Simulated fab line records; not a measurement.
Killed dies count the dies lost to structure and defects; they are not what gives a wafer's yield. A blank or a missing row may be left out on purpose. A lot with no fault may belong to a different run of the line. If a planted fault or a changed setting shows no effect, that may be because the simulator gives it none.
What tool caused it? | flow nand-harc | 6 lots with 18 wafers sampled at 3 steps, on a route of 1302 steps

== WHAT EACH GAUGE READ, for each wafer ==
NHARC_A_ONON_D1_THK_MEAS_21: measures by ellipsometry.
lot  | measured     | on            | thk-nm (nm)
L707 | day 9 10:31  | film-metro-01 | 1000 1000 1000
L710 | day 10 14:11 | film-metro-02 | 1274 1275 1274
L717 | day 13 11:49 | film-metro-02 | 980 980 983
L719 | day 14 10:40 | film-metro-02 | 993 993 994
L723 | day 16 06:50 | film-metro-02 | 1022 1021 1022
L725 | day 17 04:11 | film-metro-02 | 993 991 992

== WHAT TOOL EACH LOT RAN ON (gives the tool, then ch and the chambers of the sampled wafers, and finally the start) ==
lot  | NHARC_A_ZERO_WELL_RTA_16         | NHARC_A_ONON_D1_DEP_19
L707 | rtp-anneal-02 ch 0, day 8 00:59  | pecvd-onon-03 ch 0, day 9 10:10
L710 | rtp-anneal-02 ch 0, day 9 05:01  | pecvd-onon-04 ch 0, day 10 13:44
L717 | rtp-anneal-02 ch 0, day 12 04:32 | pecvd-onon-03 ch 0, day 13 11:26
L719 | rtp-anneal-01 ch 0, day 12 23:20 | pecvd-onon-03 ch 0, day 14 10:09
L723 | rtp-anneal-02 ch 0, day 15 00:42 | pecvd-onon-04 ch 0, day 16 06:30
L725 | rtp-anneal-01 ch 0, day 15 17:32 | pecvd-onon-04 ch 0, day 17 03:44
- NHARC_A_ZERO_WELL_RTA_16: time 10 s.
- NHARC_A_ONON_D1_DEP_19: target thk 1000 nm.

== THE ANSWER, worked out from the rows above alone ==
Rule: the usual values come from the lots themselves. Put in order of their means at a reading, lots are off if they are a third of the lots or fewer, leave a main group of 4 or more, and stand apart from it by a gap of 3 or more times the standard deviation of the main group's means; of several such gaps the widest counts. If all means in a main group match to the digits the tables above print for the reading, that group is not used. A lot without any number at a reading at which 4 lots or more have one is off too. Where the step has rows for the other lots, those lots are counted as sound.
Off: L710 (NHARC_A_ONON_D1_THK_MEAS_21, thk-nm). The main group: mean 998 nm, standard deviation 13.
A tool fits if, at a process step before that reading, it ran every lot that is off, and no sound lot after the first of them. The gauges at NHARC_A_ONON_D1_THK_MEAS_21 are tried like those tools. None of those tried fits.

== WHAT THE SIMULATOR HAD PUT IN ==
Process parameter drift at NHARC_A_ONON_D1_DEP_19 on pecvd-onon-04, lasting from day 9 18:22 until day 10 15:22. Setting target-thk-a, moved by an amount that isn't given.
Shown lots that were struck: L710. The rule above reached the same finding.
